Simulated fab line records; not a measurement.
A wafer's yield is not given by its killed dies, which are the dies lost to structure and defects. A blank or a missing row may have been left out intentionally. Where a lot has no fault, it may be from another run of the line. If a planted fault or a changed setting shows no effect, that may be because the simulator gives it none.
Matching of chambers -- flow nand-harc -- NHARC_A_BONDPAD_CMP_29 on cmp-01: 4 sister chambers
The step polishes SiCN, target thk 200 nm. 8 wafers are shown with their chamber, then 9 later ones without.

== WAFERS PAIRED WITH THEIR CHAMBERS ==
wafer,chamber,motor-current-A (A)
L077.2,1,11.5
L080.5,1,12.0
L080.6,2,14.9
L084.1,3,12.3
L084.3,2,13.6
L087.1,0,14.0
L087.4,3,12.3
L087.5,0,13.2

== WAFERS WHOSE CHAMBER IS MISSING ==
wafer,motor-current-A (A)
L089.1,11.9
L089.2,14.0
L089.4,12.8
L093.1,11.4
L093.4,14.0
L093.6,11.7
L097.1,12.5
L097.2,13.2
L097.4,11.9

== WHICH CHAMBER EACH ONE RAN IN ==
wafer,from the rows above,in truth
L089.1,can't be placed: 1 or 3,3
L089.2,can't be placed: 2 or 0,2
L089.4,can't be placed: 3 or 0 or 1 or 2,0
L093.1,can't be placed: 1 or 3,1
L093.4,can't be placed: 2 or 0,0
L093.6,can't be placed: 1 or 3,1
L097.1,can't be placed: 3 or 1 or 0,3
L097.2,can't be placed: 0 or 3 or 2 or 1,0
L097.4,can't be placed: 1 or 3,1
Correctly placed: 0 of 9. From these rows, 9 cannot be placed; in 9 the true chamber is one of the candidates. 0 placed wrongly.
How it was worked out, from the rows above alone: a wafer's distance from a chamber is the root of the sum, over the readings, of the square of ((its reading less the chamber's mean) divided by the reading's scatter). The wafer belongs to the nearest chamber; if the next one is less than 2 further off, it can't be placed. For every chamber, the mean is computed from those of its wafers that are shown. The scatter: take each reading less its chamber's mean, square it, sum over the shown wafers, divide by the number of wafers less the number of chambers, and take the root.
